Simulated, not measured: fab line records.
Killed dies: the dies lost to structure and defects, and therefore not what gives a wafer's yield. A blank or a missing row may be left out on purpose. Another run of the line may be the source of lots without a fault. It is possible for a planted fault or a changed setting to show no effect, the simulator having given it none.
A lot that was struck, set against a sound lot    flow n5-finfet    31 steps out of a route of 1938
Sound: the wafers L986.1, L986.2, L986.4. Wafers L997.2, L997.4, L997.6 were the ones struck. The cause is named last.
Order at every step that has rows: each side's tool, ch and its chambers, its first start. Under that, the readings that differ: sound wafers    struck wafers    difference of the means    sigmas: that difference in standard deviations of wafers without a fault.
alike: readings with means less than 2 such deviations apart, plus words and numbers identical on both sides. not compared: withheld readings, readings lacking a value on some wafer, bounds such as >300 that could conceal the same value, and numbers that have no deviation in the record and whose values overlap.
Wherever a step has rows on one side only, a row that says differs or no value, or a row with sigmas, the two part there. When numbers do not overlap yet have no deviation, they are printed without sigmas and do not part them. Lack of a reading on every wafer of one side parts them only where that side has two or more wafers.

first, 3 steps without rows for these wafers: N5_BEOL_M12_ETCH_38 (etches SiCN in CF4/N2, target depth 68.7 nm, time 73.4 s); N5_BEOL_M12_PRECLEAN_39 (cleans in residue remover, time 60 s); N5_BEOL_M12_SRD_40 (time 30 s, dry time 30 s).
N5_BEOL_M12_DEGAS_41: time 60 s.
  sound: pvd-sputter-03 at day 13 00:37; struck: pvd-sputter-03 at day 16 09:43
  alike: heater-power-w
then, 2 steps without rows for these wafers: N5_BEOL_M12_PRE_CLEAN_42 (time 30 s); N5_BEOL_M12_SPUTTER_43 (material TaN, target thk 15 nm, time 24.19 s).
N5_BEOL_M12_SPUTTER_44: material Ta, target thk 10 nm, time 16.13 s.
  sound: pvd-sputter-03 at day 13 00:46; struck: pvd-sputter-03 at day 16 09:52
  alike: substrate-temp-c, throttle-valve-pct
then, 3 steps without rows for these wafers: N5_BEOL_M12_SPUTTER_45 (material Cu, target thk 80 nm, time 13.33 s); N5_BEOL_M12_ECD_47 (material Cu, target thk 720 nm); N5_BEOL_M12_ANNEAL_48 (time 90 s).
N5_BEOL_M12_CMP_49: polishes, stops on SiOC, t overpolish 20.6 s, target thk 320 nm.
  sound on cmp-02 ch 1,2,3, day 13 01:27; struck on cmp-01 ch 1,2,3, day 16 10:51
  alike: barrier-field-endpoint-s, motor-current-A, overpolish-run-s, retaining-ring-pressure-frac
N5_BEOL_M12_THK_MEAS_50: measures by xrf.
  sound: film-metro-02 at day 13 01:42; struck: film-metro-02 at day 16 11:04
  alike: M12_THK
N5_BEOL_M12_PRE_CLEAN_52: time 15 s.
  sound on pecvd-01 ch 0,1,2, day 13 01:44; struck on pecvd-02 ch 0,1, day 16 11:06
N5_BEOL_M12_DEP_53: deposits SiCN from 3MS/NH3, target thk 30 nm, time 10.5 s.
  sound on pecvd-01 ch 0,1,2, day 13 01:46; struck on pecvd-02 ch 0,1, day 16 11:08
  alike: showerhead-plenum-p-Torr, throttle-valve-pct
N5_BEOL_M12_RS_MEAS_54: measures by four-point-probe.
  sound: film-metro-02 at day 13 01:50; struck: film-metro-01 at day 16 11:11
  alike: M12_RS
N5_BEOL_M12_INSPECT_55: inspects for defects (darkfield).
  sound: defect-inspect-02 at day 13 01:52; struck: defect-inspect-02 at day 16 11:13
reading           sound     struck       difference  sigmas
raw-defect-count  55 48 51  465 461 406  +393        +15
N5_BEOL_M13_ILD_DEP_00: deposits SiOC from DEMS/O2, target thk 837.92 nm, time 166.4 s.
  sound on pecvd-04 ch 0,2, day 13 01:53; struck on pecvd-04 ch 0,1, day 16 11:15
  alike: heater-power-w, showerhead-plenum-p-Torr, throttle-valve-pct
N5_BEOL_M13_THK_MEAS_01:
  sound: film-metro-01 at day 13 02:06; struck: film-metro-01 at day 16 11:24
reading           sound        struck       difference  sigmas
M13_ILD_THK (nm)  831 818 828  845 851 869  +29         +2
then, 8 steps without rows for these wafers: N5_BEOL_M13_COAT_58 (time 60 s, resist thk 89 nm); N5_BEOL_M13_COAT_04 (resist thk 400 nm); N5_BEOL_M13_EBR_06; N5_BEOL_M13_SOFTBAKE_05 (time 60 s); N5_BEOL_M13_EXPOSE_07 (exposes mask V12); N5_BEOL_M13_PEB_08 (peb time 90 s); N5_BEOL_M13_DEVELOP_09 (develop time 45 s); N5_BEOL_M13_HARDBAKE_14 (time 120 s).
N5_BEOL_M13_CD_MEAS_10: the cd target is 190 nm.
  sound on cd-sem-03 ch 0, day 13 02:25; struck on cd-sem-02 ch 0, day 16 11:50
  alike: cd-nm
N5_BEOL_M13_OVL_MEAS_11:
  sound on overlay-02 ch 0, day 13 02:26; struck on overlay-02 ch 0, day 16 11:52
  alike: V12_OVL
N5_BEOL_M13_INSPECT_12: inspects for defects (macro).
  sound: defect-inspect-02 at day 13 02:28; struck: defect-inspect-01 at day 16 11:53
reading           sound  struck          difference  sigmas
raw-defect-count  3 1 2  >300 >300 >300  differs     
then, 1 step without rows for these wafers: N5_BEOL_M13_DESCUM_15 (chemistry O2, time 7.9 s).
N5_PASSIVATION_PROBE_49:
  sound: prober-01 at day 14 10:23; struck: prober-02 at day 17 20:22
reading                   sound           struck          difference  sigmas
defect-limited-yield (%)  91.2 91.9 91.7  88.5 82.5 88.2  -5.2        -4
killed_at_M4_up           14 10 11        61 124 61       +70         +14
killed-dies               104 96 98       136 206 139     +61         +4
killed-on-rim             12 16 13        30 22 27        +13         +4
sort_bin_5_function (%)   5.0 4.2 4.9     6.7 10.6 7.1    +3.4        +4
sort-n-pass               1076 1084 1082  1044 974 1041   -61         -4
sort-yield-pct (%)        91.2 91.9 91.7  88.5 82.5 88.2  -5.2        -4
  alike: killed_at_M0_to_M3, killed-at-contacts, killed-at-front-end, killed-at-other, killed-open, killed-short, sort_bin_4_leakage, sort_bin_6_memory

WHERE THEY PART
At N5_BEOL_M12_INSPECT_55 first; at N5_PASSIVATION_PROBE_49 last (within this record only).

WHY: the cause the simulator had injected
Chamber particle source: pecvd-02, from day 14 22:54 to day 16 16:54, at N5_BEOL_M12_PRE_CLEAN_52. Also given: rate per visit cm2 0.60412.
